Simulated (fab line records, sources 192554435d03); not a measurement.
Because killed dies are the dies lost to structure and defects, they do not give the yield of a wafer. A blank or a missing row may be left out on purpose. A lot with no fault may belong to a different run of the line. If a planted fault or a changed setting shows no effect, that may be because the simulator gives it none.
What tool caused it? -- flow n5Finfet -- 72 wafers from 24 lots sampled at 6 of the route's 1938 steps

WHAT EACH GAUGE READ, for each wafer
N5_BEOL_M7_OVL_MEAS_12.
lot,measured,on,M7_OVL (nm)
L074,day 9 06:19,overlay-02,0.4 0.5 -0.8
L076,day 9 09:26,overlay-02,-0.6 0.3 -0.2
L075,day 9 18:36,overlay-02,0.0 0.1 -0.8
L077,day 9 21:27,overlay-02,0.1 -0.5 0.1
L078,day 10 01:04,overlay-02,-1.0 -0.8 0.6
L079,day 10 11:47,overlay-02,-0.7 -0.1 0.4
L080,day 10 14:40,overlay-01,1.6 1.0 0.9
L081,day 11 02:34,overlay-02,-0.1 -0.2 -0.3
L083,day 11 06:31,overlay-02,0.8 -0.4 -0.3
L082,day 11 14:02,overlay-01,0.6 1.1 0.5
L084,day 11 14:13,overlay-02,0.3 0.4 -0.1
L085,day 12 11:19,overlay-02,0.4 -0.2 0.2
L088,day 12 11:47,overlay-02,-0.6 -0.1 0.4
L086,day 12 15:31,overlay-01,0.6 0.9 0.3
L087,day 12 18:02,overlay-02,0.0 -1.0 0.1
L091,day 12 18:27,overlay-02,0.7 1.5 0.3
L090,day 12 21:46,overlay-01,0.1 1.1 0.9
L089,day 12 23:52,overlay-02,-0.8 1.0 1.1
L092,day 13 18:22,overlay-01,0.2 0.7 0.5
L093,day 14 00:40,overlay-02,0.6 0.5 0.6
L094,day 14 01:21,overlay-02,-0.4 -0.4 -0.7
L095,day 14 04:28,overlay-01,0.4 1.0 1.7
L097,day 14 21:22,overlay-01,0.5 1.1 0.8
L096,day 15 00:20,overlay-01,0.4 0.6 0.5

N5_BEOL_M7_OVL_MEAS_29.
lot,measured,on,V6_OVL (nm)
L074,day 9 08:51,overlay-01,0.8 0.7 1.8
L076,day 9 12:55,overlay-02,-0.1 -0.5 -0.9
L075,day 9 20:34,overlay-01,-1.1 0.5 -0.6
L077,day 9 22:29,overlay-01,1.2 1.5 0.7
L078,day 10 03:01,overlay-01,1.8 1.6 1.8
L079,day 10 13:13,overlay-02,1.4 2.1 2.0
L080,day 10 16:10,overlay-02,1.1 1.9 0.7
L081,day 11 05:05,overlay-02,0.7 0.1 0.6
L083,day 11 07:29,overlay-01,-0.2 -0.6 -0.3
L082,day 11 15:06,overlay-01,-0.3 -1.2 -0.3
L084,day 11 15:16,overlay-02,0.5 0.4 1.0
L085,day 12 13:37,overlay-01,-0.3 -1.1 0.0
L088,day 12 13:25,overlay-01,1.3 1.9 1.2
L086,day 12 17:04,overlay-02,0.2 0.5 0.5
L087,day 12 18:59,overlay-01,0.0 0.6 -0.7
L091,day 12 19:28,overlay-02,0.7 0.4 0.1
L090,day 12 23:01,overlay-01,0.3 0.2 -0.2
L089,day 13 03:46,overlay-02,0.1 -0.7 0.1
L092,day 13 20:23,overlay-01,0.6 1.9 1.1
L093,day 14 03:07,overlay-02,0.0 0.9 -0.2
L094,day 14 02:46,overlay-01,0.7 1.1 1.7
L095,day 14 06:40,overlay-02,1.8 2.0 1.7
L097,day 14 23:23,overlay-02,1.5 1.0 1.3
L096,day 15 01:20,overlay-01,1.4 0.4 0.8

N5_BEOL_M7_THK_MEAS_53: measures by xrf.
lot,measured,on,M7_THK (nm)
L074,day 9 11:37,filmMetro-02,80.4 75.8 76.3
L076,day 9 17:18,filmMetro-01,75.9 75.0 78.9
L075,day 9 23:59,filmMetro-02,82.3 83.9 83.4
L077,day 10 01:26,filmMetro-01,81.0 81.6 80.3
L078,day 10 05:58,filmMetro-02,77.3 77.6 78.5
L079,day 10 16:17,filmMetro-02,83.4 81.0 78.0
L080,day 10 20:33,filmMetro-01,79.8 75.7 75.0
L081,day 11 08:19,filmMetro-02,82.3 81.5 84.6
L083,day 11 11:42,filmMetro-01,77.5 77.5 77.7
L082,day 11 19:50,filmMetro-01,83.4 84.5 80.9
L084,day 11 20:06,filmMetro-01,78.2 79.9 80.6
L085,day 12 18:38,filmMetro-02,80.0 78.4 78.7
L088,day 12 18:21,filmMetro-02,82.1 81.5 82.0
L086,day 12 20:19,filmMetro-01,79.7 79.1 78.7
L087,day 12 21:44,filmMetro-01,77.7 78.5 77.5
L091,day 12 22:23,filmMetro-02,81.2 81.0 81.4
L090,day 13 03:12,filmMetro-02,78.8 79.7 81.4
L089,day 13 06:29,filmMetro-01,78.4 76.6 79.8
L092,day 14 00:41,filmMetro-02,82.4 81.7 81.2
L093,day 14 07:37,filmMetro-02,81.6 82.0 80.4
L094,day 14 05:47,filmMetro-01,77.7 78.6 77.4
L095,day 14 11:34,filmMetro-02,76.9 77.5 78.7
L097,day 15 03:06,filmMetro-01,81.1 82.5 82.3
L096,day 15 03:58,filmMetro-01,78.5 82.0 76.0

TOOL THAT RAN EACH LOT (tool first, then ch and the chambers of the sampled wafers, then the start)
lot,N5_BEOL_M6_SURFACE_TREAT_79,N5_BEOL_M7_STRIP_36,N5_BEOL_M7_DEGAS_44
L074,"pvdSputter-01, day 9 03:32","rieDiel-05 ch 0,1, day 9 09:10","pvdSputter-02, day 9 09:58"
L076,"pvdSputter-02, day 9 04:47","rieDiel-05 ch 0,1,3, day 9 14:00","pvdSputter-02, day 9 14:44"
L075,"pvdSputter-03, day 9 14:22","rieDiel-04 ch 0,1,3, day 9 21:01","pvdSputter-03, day 9 21:55"
L077,"pvdSputter-03, day 9 17:10","rieDiel-01 ch 1,2,3, day 9 22:49","pvdSputter-01, day 9 23:41"
L078,"pvdSputter-03, day 9 21:59","rieDiel-01 ch 1,2,3, day 10 03:20","pvdSputter-02, day 10 04:20"
L079,"pvdSputter-02, day 10 07:47","rieDiel-05 ch 0,2,3, day 10 13:32","pvdSputter-02, day 10 14:25"
L080,"pvdSputter-02, day 10 10:49","rieDiel-05 ch 0,1, day 10 16:29","pvdSputter-01, day 10 17:55"
L081,"pvdSputter-03, day 10 22:25","rieDiel-04 ch 1,2, day 11 05:41","pvdSputter-03, day 11 06:29"
L083,"pvdSputter-02, day 11 03:02","rieDiel-05 ch 0,2,3, day 11 07:49","pvdSputter-01, day 11 10:08"
L082,"pvdSputter-01, day 11 10:01","rieDiel-04 ch 0,1,3, day 11 16:56","pvdSputter-02, day 11 18:24"
L084,"pvdSputter-02, day 11 10:27","rieDiel-01 ch 0,1, day 11 16:56","pvdSputter-02, day 11 18:29"
L085,"pvdSputter-01, day 12 06:29","rieDiel-01 ch 0,1,2, day 12 14:41","pvdSputter-01, day 12 15:28"
L088,"pvdSputter-02, day 12 07:56","rieDiel-04 ch 0,2,3, day 12 14:19","pvdSputter-02, day 12 15:10"
L086,"pvdSputter-03, day 12 12:08","rieDiel-05 ch 1,2, day 12 17:23","pvdSputter-01, day 12 18:29"
L087,"pvdSputter-02, day 12 13:23","rieDiel-01 ch 2,3, day 12 19:19","pvdSputter-02, day 12 20:15"
L091,"pvdSputter-02, day 12 14:59","rieDiel-05 ch 1,2, day 12 19:48","pvdSputter-03, day 12 20:47"
L090,"pvdSputter-02, day 12 19:13","rieDiel-01 ch 0,1,3, day 12 23:19","pvdSputter-01, day 13 00:04"
L089,"pvdSputter-02, day 12 19:17","rieDiel-05 ch 1,2, day 13 04:05","pvdSputter-01, day 13 04:56"
L092,"pvdSputter-03, day 13 13:44","rieDiel-04 ch 1,2,3, day 13 20:43","pvdSputter-03, day 13 21:33"
L093,"pvdSputter-01, day 13 20:50","rieDiel-01 ch 0,1,3, day 14 03:30","pvdSputter-03, day 14 04:50"
L094,"pvdSputter-02, day 13 21:18","rieDiel-01 ch 1,2,3, day 14 03:06","pvdSputter-02, day 14 04:02"
L095,"pvdSputter-03, day 13 23:57","rieDiel-01 ch 1,2,3, day 14 07:26","pvdSputter-02, day 14 09:21"
L097,"pvdSputter-03, day 14 17:46","rieDiel-04 ch 0,1, day 14 23:51","pvdSputter-02, day 15 00:59"
L096,"pvdSputter-03, day 14 20:22","rieDiel-05 ch 0,2,3, day 15 01:40","pvdSputter-02, day 15 02:25"
- N5_BEOL_M6_SURFACE_TREAT_79
- N5_BEOL_M7_STRIP_36: strips in N2/H2.
- N5_BEOL_M7_DEGAS_44: time 60 s.

AS READ BY THE TOOLS THEMSELVES (means over the sampled wafers that have a number; for cases with no such wafer, the mark the record gives instead)
N5_BEOL_M7_STRIP_36.
lot,tool,drypumpMotorCurrentA (A),n2FlowSccm (sccm),oesProductAu (a.u.),rfVppV (V),showerheadPlenumPTorr (Torr),throttleValvePct (%)
L074,rieDiel-05,6.0,200.4,0.88,58.4,2.55,23.74
L076,rieDiel-05,6.1,200.2,0.81,58.8,2.55,23.71
L075,rieDiel-04,5.6,200.0,0.85,59.0,2.63,23.45
L077,rieDiel-01,5.8,200.0,0.80,60.2,2.48,23.54
L078,rieDiel-01,5.8,199.7,0.80,60.0,2.48,23.53
L079,rieDiel-05,5.8,199.9,0.80,59.4,2.59,23.82
L080,rieDiel-05,6.0,199.8,0.87,58.8,2.54,23.75
L081,rieDiel-04,5.7,199.7,0.87,58.9,2.69,23.27
L083,rieDiel-05,5.8,200.0,0.79,58.7,2.59,23.80
L082,rieDiel-04,5.6,199.8,0.82,58.7,2.62,23.47
L084,rieDiel-01,6.3,200.0,0.79,60.7,2.51,23.67
L085,rieDiel-01,5.9,200.0,0.76,59.3,2.50,23.71
L088,rieDiel-04,5.5,199.6,0.83,58.6,2.62,23.26
L086,rieDiel-05,5.8,198.9,0.76,58.1,2.47,23.74
L087,rieDiel-01,5.5,200.7,0.75,58.3,2.46,23.59
L091,rieDiel-05,5.6,200.2,0.76,59.0,2.52,23.85
L090,rieDiel-01,6.1,199.4,0.75,59.3,2.53,23.52
L089,rieDiel-05,5.6,199.8,0.75,59.2,2.52,23.84
L092,rieDiel-04,5.7,200.3,0.85,58.8,2.68,23.41
L093,rieDiel-01,6.1,200.0,0.75,59.2,2.53,23.53
L094,rieDiel-01,5.8,200.1,0.76,58.4,2.47,23.59
L095,rieDiel-01,5.8,199.9,0.77,59.0,2.47,23.58
L097,rieDiel-04,5.6,199.8,0.77,58.1,2.61,23.66
L096,rieDiel-05,5.8,200.1,0.86,59.0,2.58,23.75

N5_BEOL_M7_DEGAS_44.
lot,tool,heaterPowerW (W)
L074,pvdSputter-02,329
L076,pvdSputter-02,308
L075,pvdSputter-03,308
L077,pvdSputter-01,331
L078,pvdSputter-02,338
L079,pvdSputter-02,281
L080,pvdSputter-01,319
L081,pvdSputter-03,276
L083,pvdSputter-01,326
L082,pvdSputter-02,314
L084,pvdSputter-02,334
L085,pvdSputter-01,325
L088,pvdSputter-02,302
L086,pvdSputter-01,337
L087,pvdSputter-02,319
L091,pvdSputter-03,274
L090,pvdSputter-01,319
L089,pvdSputter-01,315
L092,pvdSputter-03,318
L093,pvdSputter-03,335
L094,pvdSputter-02,300
L095,pvdSputter-02,333
L097,pvdSputter-02,340
L096,pvdSputter-02,302

THE ANSWER, worked out from the rows above alone
Rule: the lots themselves supply what counts as usual. The widest of any qualifying gaps counts: lots, ordered by their means at a reading, are off when they make up no more than a third of the lots, leave a main group of 4 or more, and stand apart from it by 3 or more times the standard deviation of that group's means. The tables above print the reading to a certain number of digits; a main group whose means all agree to those digits is not used. A lot without any number at a reading at which 4 lots or more have one is off too. All remaining lots with rows at the step are treated as sound. Order of review: gauges by route order, followed by the tools' own readings, for which a lot's mean as printed above is used. At the first step where some lot is off, the reading lying furthest off is the one used; lots without a number count as furthest.
None of the lots is off at any reading shown; this tells nothing.

WHAT THE SIMULATOR PUT IN
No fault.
